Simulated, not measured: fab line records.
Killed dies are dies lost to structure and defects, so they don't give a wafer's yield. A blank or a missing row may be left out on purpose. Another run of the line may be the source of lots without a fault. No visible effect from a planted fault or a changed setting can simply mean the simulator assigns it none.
Which tool was responsible?    flow nand harc    72 wafers from 24 lots sampled at 6 of the route's 1159 steps

== WHAT EACH GAUGE READ, for each wafer ==
NHARC_P_M0_OVL_MEAS_10: pitch 180 nm.
lot   measured      on          overlay x nm (nm)  overlay y nm (nm)
L074  day 5 14:37   overlay-01  0.1 0.4 0.7        -0.6 0.2 -0.4
L077  day 6 14:52   overlay-01  0.7 1.0 1.1        1.2 0.5 0.6
L076  day 6 15:25   overlay-02  -0.2 0.5 0.7       2.6 2.7 2.7
L078  day 6 18:34   overlay-02  0.1 0.0 -0.5       0.3 0.7 0.9
L075  day 6 18:49   overlay-01  1.7 1.6 1.1        -1.1 -0.8 -0.5
L079  day 7 09:36   overlay-02  -0.7 -0.4 0.0      0.2 0.6 0.8
L080  day 7 12:19   overlay-01  1.4 0.8 1.0        0.0 -0.3 0.0
L081  day 7 13:29   overlay-01  1.0 0.2 0.7        -1.3 -1.0 -0.7
L082  day 7 17:50   overlay-02  0.8 1.0 0.4        -0.5 -0.4 -0.8
L083  day 8 07:07   overlay-01  0.2 -0.1 -0.2      0.0 -0.1 0.5
L087  day 8 23:58   overlay-01  -1.2 -1.6 -0.8     0.2 0.6 0.9
L086  day 9 00:07   overlay-02  0.7 1.1 1.0        0.7 -0.1 0.0
L084  day 9 00:24   overlay-02  1.9 1.5 1.4        0.7 0.3 0.8
L085  day 9 10:10   overlay-01  -0.5 0.7 -0.2      -0.4 0.0 -0.6
L088  day 9 14:22   overlay-02  -0.2 -0.3 0.1      -0.7 -0.4 -0.9
L089  day 9 15:08   overlay-01  -0.4 -0.2 -0.1     0.6 0.6 0.3
L090  day 9 19:37   overlay-01  0.2 0.0 -0.1       0.4 -0.1 0.5
L091  day 9 23:09   overlay-01  0.8 0.6 0.7        0.8 1.4 1.7
L093  day 10 08:41  overlay-02  -0.7 -0.3 -0.1     -1.1 -1.7 -0.7
L092  day 10 09:15  overlay-01  0.3 0.6 0.7        1.3 1.3 1.4
L094  day 10 14:40  overlay-02  -1.2 -0.4 -0.9     1.1 1.1 0.6
L096  day 11 02:08  overlay-02  0.6 1.0 0.9        -0.5 -0.5 -0.8
L095  day 11 02:40  overlay-02  0.0 0.0 0.2        -0.9 -1.2 -1.6
L097  day 12 01:41  overlay-02  -1.7 -1.6 -1.7     1.7 1.5 1.3

NHARC_P_M0_THK_MEAS_24: measures by xrf.
lot   measured      on             thk nm (nm)
L074  day 5 17:04   film metro-01  117.0 118.4 117.2
L077  day 6 17:17   film metro-02  120.7 119.7 119.4
L076  day 6 17:56   film metro-02  115.3 120.4 117.3
L078  day 6 20:58   film metro-01  117.5 119.7 117.2
L075  day 6 21:14   film metro-02  116.5 119.4 118.1
L079  day 7 12:01   film metro-02  119.6 118.0 116.7
L080  day 7 14:46   film metro-01  120.8 115.8 116.7
L081  day 7 15:55   film metro-02  117.5 117.3 118.2
L082  day 7 20:17   film metro-01  119.6 116.8 118.0
L083  day 8 09:37   film metro-01  118.1 118.1 115.3
L087  day 9 02:23   film metro-02  115.1 117.8 115.4
L086  day 9 02:41   film metro-02  118.2 117.4 116.0
L084  day 9 02:56   film metro-01  120.0 117.7 114.9
L085  day 9 12:35   film metro-02  116.6 118.6 114.0
L088  day 9 17:52   film metro-01  115.6 115.7 116.0
L089  day 9 18:27   film metro-02  118.1 116.2 117.5
L090  day 9 22:05   film metro-01  119.3 118.3 117.8
L091  day 10 01:36  film metro-02  117.7 117.6 119.1
L093  day 10 11:09  film metro-02  118.7 115.5 117.8
L092  day 10 11:48  film metro-01  118.7 114.4 120.0
L094  day 10 17:20  film metro-01  117.5 115.3 117.7
L096  day 11 04:34  film metro-01  116.5 117.4 116.5
L095  day 11 05:07  film metro-01  118.9 118.8 116.8
L097  day 12 04:10  film metro-02  120.3 117.7 117.4

== WHICH TOOL RAN EACH LOT (tool, then ch and the chambers of the sampled wafers, then the start) ==
lot   NHARC_P_GATE_DEP_103             NHARC_P_GATE_DESCUM_48              NHARC_P_GATE_RTA_64               NHARC_P_M0_PVD_20
L074  pecvd-01 ch 0,1, day 4 13:21     rie diel-12 ch 2,3, day 5 02:01     rtp anneal-01 ch 0, day 5 07:23   pvd sputter-02, day 5 17:04 or earlier
L077  pecvd-03 ch 0,1,2, day 5 07:06   rie diel-12 ch 1,2,3, day 5 19:55   rtp anneal-02 ch 0, day 6 01:09   pvd sputter-01, day 6 17:17 or earlier
L076  pecvd-02 ch 0,2, day 5 07:26     rie diel-13 ch 1,3, day 5 20:24     rtp anneal-02 ch 0, day 6 01:40   pvd sputter-01, day 6 17:56 or earlier
L078  pecvd-01 ch 1,2, day 5 17:32     rie diel-12 ch 1,2,3, day 6 06:21   rtp anneal-01 ch 0, day 6 11:13   pvd sputter-02, day 6 20:58 or earlier
L075  pecvd-02 ch 1,2, day 5 17:37     rie diel-09 ch 0,1, day 6 06:33     rtp anneal-02 ch 0, day 6 11:42   pvd sputter-01, day 6 21:14 or earlier
L079  pecvd-01 ch 0,1,2, day 6 02:19   rie diel-12 ch 0,1,2, day 6 15:00   rtp anneal-02 ch 0, day 6 20:10   pvd sputter-01, day 7 12:01 or earlier
L080  pecvd-02 ch 0,1,2, day 6 11:08   rie diel-13 ch 1,2, day 7 00:08     rtp anneal-01 ch 0, day 7 05:14   pvd sputter-01, day 7 14:46 or earlier
L081  pecvd-02 ch 0,1,2, day 6 11:47   rie diel-13 ch 0,1, day 7 00:39     rtp anneal-01 ch 0, day 7 06:06   pvd sputter-03, day 7 15:55 or earlier
L082  pecvd-03 ch 1,2, day 6 16:57     rie diel-12 ch 1,2,3, day 7 05:38   rtp anneal-01 ch 0, day 7 10:39   pvd sputter-03, day 7 20:17 or earlier
L083  pecvd-03 ch 0,1,2, day 7 03:17   rie diel-12 ch 0,2, day 7 16:03     rtp anneal-02 ch 0, day 7 21:02   pvd sputter-03, day 8 09:37 or earlier
L087  pecvd-03 ch 0,1,2, day 7 20:31   rie diel-12 ch 0,1, day 8 09:26     rtp anneal-02 ch 0, day 8 14:54   pvd sputter-03, day 9 02:23 or earlier
L086  pecvd-03 ch 0,1,2, day 7 21:05   rie diel-12 ch 1,3, day 8 09:58     rtp anneal-02 ch 0, day 8 15:40   pvd sputter-02, day 9 02:41 or earlier
L084  pecvd-03 ch 0,1,2, day 7 21:16   rie diel-12 ch 0,2,3, day 8 10:22   rtp anneal-02 ch 0, day 8 15:56   pvd sputter-01, day 9 02:56 or earlier
L085  pecvd-01 ch 0,2, day 7 21:46     rie diel-12 ch 0,1,3, day 8 15:53   rtp anneal-02 ch 0, day 8 21:22   pvd sputter-03, day 9 12:35 or earlier
L088  pecvd-03 ch 0,2, day 8 05:37     rie diel-13 ch 0,2,3, day 8 18:15   rtp anneal-02 ch 0, day 9 00:02   pvd sputter-02, day 9 17:52 or earlier
L089  pecvd-03 ch 0,1, day 8 05:56     rie diel-13 ch 2,3, day 8 19:18     rtp anneal-01 ch 0, day 9 01:30   pvd sputter-01, day 9 18:27 or earlier
L090  pecvd-02 ch 0,1,2, day 8 17:47   rie diel-12 ch 0,1,3, day 9 06:38   rtp anneal-01 ch 0, day 9 11:34   pvd sputter-03, day 9 22:05 or earlier
L091  pecvd-02 ch 1,2, day 8 22:14     rie diel-09 ch 2,3, day 9 10:58     rtp anneal-02 ch 0, day 9 16:10   pvd sputter-01, day 10 01:36 or earlier
L093  pecvd-03 ch 1,2, day 9 07:28     rie diel-13 ch 0,1,2, day 9 20:10   rtp anneal-02 ch 0, day 10 01:11  pvd sputter-02, day 10 11:09 or earlier
L092  pecvd-03 ch 0,1,2, day 9 08:08   rie diel-12 ch 1,2,3, day 9 20:48   rtp anneal-01 ch 0, day 10 02:06  pvd sputter-01, day 10 11:48 or earlier
L094  pecvd-03 ch 0,1,2, day 9 12:59   rie diel-09 ch 0,2,3, day 10 02:25  rtp anneal-02 ch 0, day 10 07:31  pvd sputter-02, day 10 17:20 or earlier
L096  pecvd-03 ch 0,1,2, day 9 21:06   rie diel-12 ch 0,1,2, day 10 10:07  rtp anneal-02 ch 0, day 10 15:08  pvd sputter-03, day 11 04:34 or earlier
L095  pecvd-03 ch 0,1, day 9 21:48     rie diel-13 ch 1,2,3, day 10 10:40  rtp anneal-01 ch 0, day 10 15:50  pvd sputter-03, day 11 05:07 or earlier
L097  pecvd-02 ch 0,1,2, day 10 15:55  rie diel-12 ch 0,1,2, day 11 04:35  rtp anneal-02 ch 0, day 11 09:43  pvd sputter-03, day 12 04:10 or earlier
- NHARC_P_GATE_DEP_103: deposits SiON, target thk 30 nm.
- NHARC_P_GATE_DESCUM_48: chemistry O2, time 3 s.
- NHARC_P_GATE_RTA_64: time 1 s.
- NHARC_P_M0_PVD_20: deposits TaN, target thk 5 nm, time 8.06 s.

== WHAT THE TOOLS THEMSELVES READ (means of the sampled wafers that have a number; where no wafer has one, the mark that the record gives instead) ==
NHARC_P_GATE_DEP_103.
lot   tool      heater power outer w (W)  heater power w (W)
L074  pecvd-01  484                       824
L077  pecvd-03  400                       649
L076  pecvd-02  550                       886
L078  pecvd-01  416                       689
L075  pecvd-02  541                       898
L079  pecvd-01  443                       735
L080  pecvd-02  517                       850
L081  pecvd-02  519                       849
L082  pecvd-03  452                       755
L083  pecvd-03  440                       716
L087  pecvd-03  427                       688
L086  pecvd-03  433                       716
L084  pecvd-03  420                       689
L085  pecvd-01  411                       687
L088  pecvd-03  380                       594
L089  pecvd-03  439                       673
L090  pecvd-02  446                       749
L091  pecvd-02  548                       889
L093  pecvd-03  410                       715
L092  pecvd-03  433                       693
L094  pecvd-03  437                       721
L096  pecvd-03  428                       696
L095  pecvd-03  436                       675
L097  pecvd-02  457                       757

NHARC_P_GATE_DESCUM_48.
lot   tool         chamber pressure mTorr (mTorr)  drypump motor current A (A)  oes product au (a.u.)  rf vpp V (V)  showerhead plenum p Torr (Torr)  throttle valve pct (%)
L074  rie diel-12  60.05                           5.9                          1.004                  59.3          2.05                             11.308
L077  rie diel-12  59.95                           5.9                          0.995                  57.9          2.02                             11.311
L076  rie diel-13  59.98                           5.5                          1.012                  58.2          1.97                             11.312
L078  rie diel-12  60.00                           5.9                          1.004                  58.0          2.02                             11.307
L075  rie diel-09  59.99                           6.1                          0.992                  58.0          1.85                             11.304
L079  rie diel-12  60.00                           5.9                          1.000                  57.8          1.98                             11.312
L080  rie diel-13  59.97                           5.9                          0.992                  58.4          1.99                             11.298
L081  rie diel-13  59.98                           5.8                          1.000                  58.3          2.00                             11.311
L082  rie diel-12  60.03                           5.9                          0.996                  58.7          2.02                             11.304
L083  rie diel-12  60.04                           5.6                          1.008                  58.4          1.95                             11.312
L087  rie diel-12  59.97                           5.9                          0.988                  59.2          1.96                             11.317
L086  rie diel-12  60.01                           5.5                          1.003                  58.0          2.01                             11.306
L084  rie diel-12  60.03                           5.6                          1.004                  58.0          1.99                             11.312
L085  rie diel-12  60.00                           5.6                          0.991                  57.9          1.97                             11.307
L088  rie diel-13  60.00                           5.9                          0.996                  57.1          1.91                             11.311
L089  rie diel-13  59.96                           5.7                          1.009                  57.6          1.89                             11.317
L090  rie diel-12  59.96                           5.6                          1.003                  58.7          1.97                             11.320
L091  rie diel-09  59.96                           5.3                          0.994                  58.6          1.99                             11.310
L093  rie diel-13  60.01                           6.0                          0.995                  58.3          1.95                             11.297
L092  rie diel-12  60.02                           5.9                          0.993                  58.5          2.02                             11.309
L094  rie diel-09  59.98                           5.5                          0.995                  57.6          1.92                             11.303
L096  rie diel-12  59.95                           6.0                          1.001                  58.0          1.98                             11.309
L095  rie diel-13  59.99                           5.8                          0.998                  59.8          1.93                             11.310
L097  rie diel-12  59.99                           6.0                          1.008                  57.8          1.98                             11.309

NHARC_P_GATE_RTA_64.
lot   tool           lamp power pct (%)  lamp_zone_3_pct (%)  lamp_zone_7_pct (%)  wafer_temp_C_max
L074  rtp anneal-01  40.1                40.1                 40.6                 1054.3
L077  rtp anneal-02  36.1                36.0                 36.5                 1052.2
L076  rtp anneal-02  36.1                36.1                 36.5                 1052.9
L078  rtp anneal-01  40.1                40.1                 40.6                 1054.2
L075  rtp anneal-02  36.0                36.1                 36.5                 1052.9
L079  rtp anneal-02  36.1                36.1                 36.5                 1053.6
L080  rtp anneal-01  40.1                40.2                 40.6                 1054.6
L081  rtp anneal-01  40.2                40.1                 40.6                 1053.7
L082  rtp anneal-01  40.1                40.1                 40.6                 1054.3
L083  rtp anneal-02  36.1                36.1                 36.5                 1052.9
L087  rtp anneal-02  36.1                36.1                 36.5                 1052.8
L086  rtp anneal-02  36.1                36.1                 36.5                 1052.4
L084  rtp anneal-02  36.1                36.1                 36.5                 1053.0
L085  rtp anneal-02  36.1                36.1                 36.6                 1052.7
L088  rtp anneal-02  36.1                36.1                 36.5                 1052.5
L089  rtp anneal-01  40.1                40.0                 40.5                 1054.1
L090  rtp anneal-01  40.1                40.2                 40.6                 1054.6
L091  rtp anneal-02  36.1                36.1                 36.5                 1053.5
L093  rtp anneal-02  36.0                36.1                 36.6                 1052.3
L092  rtp anneal-01  40.1                40.1                 40.7                 1053.9
L094  rtp anneal-02  36.1                36.0                 36.5                 1052.9
L096  rtp anneal-02  36.0                36.0                 36.5                 1052.8
L095  rtp anneal-01  40.2                40.2                 40.7                 1054.2
L097  rtp anneal-02  36.1                36.1                 36.5                 1053.6

NHARC_P_M0_PVD_20.
lot   tool            bias v (V)  throttle valve pct (%)
L074  pvd sputter-02  169.1       29.7
L077  pvd sputter-01  167.9       29.0
L076  pvd sputter-01  170.6       29.1
L078  pvd sputter-02  168.4       29.6
L075  pvd sputter-01  167.2       28.2
L079  pvd sputter-01  169.5       29.8
L080  pvd sputter-01  169.1       29.1
L081  pvd sputter-03  169.1       30.6
L082  pvd sputter-03  168.3       30.7
L083  pvd sputter-03  167.4       29.9
L087  pvd sputter-03  167.9       30.1
L086  pvd sputter-02  167.8       29.2
L084  pvd sputter-01  170.0       29.0
L085  pvd sputter-03  168.9       29.3
L088  pvd sputter-02  167.5       29.3
L089  pvd sputter-01  169.4       29.5
L090  pvd sputter-03  169.1       29.9
L091  pvd sputter-01  169.3       29.1
L093  pvd sputter-02  167.8       30.3
L092  pvd sputter-01  169.5       29.2
L094  pvd sputter-02  168.1       29.8
L096  pvd sputter-03  168.3       30.6
L095  pvd sputter-03  167.9       29.9
L097  pvd sputter-03  169.8       30.7

== THE ANSWER, worked out from the rows above alone ==
Rule: the lots themselves supply what counts as usual. The widest of any qualifying gaps counts: lots, ordered by their means at a reading, are off when they make up no more than a third of the lots, leave a main group of 4 or more, and stand apart from it by 3 or more times the standard deviation of that group's means. A main group is skipped when, at the precision printed for the reading in the tables above, its means are all equal. Also off: a lot with no number at a reading for which 4 or more lots have one. All remaining lots with rows at the step are treated as sound. After the gauges, taken in route order, come the tools' own readings; for these a lot's mean is taken, as printed above. At the first step where some lot is off, the reading lying furthest off is the one used; lots without a number count as furthest.
None of the lots is off at any reading shown; this tells nothing.

== WHAT THE SIMULATOR PUT IN ==
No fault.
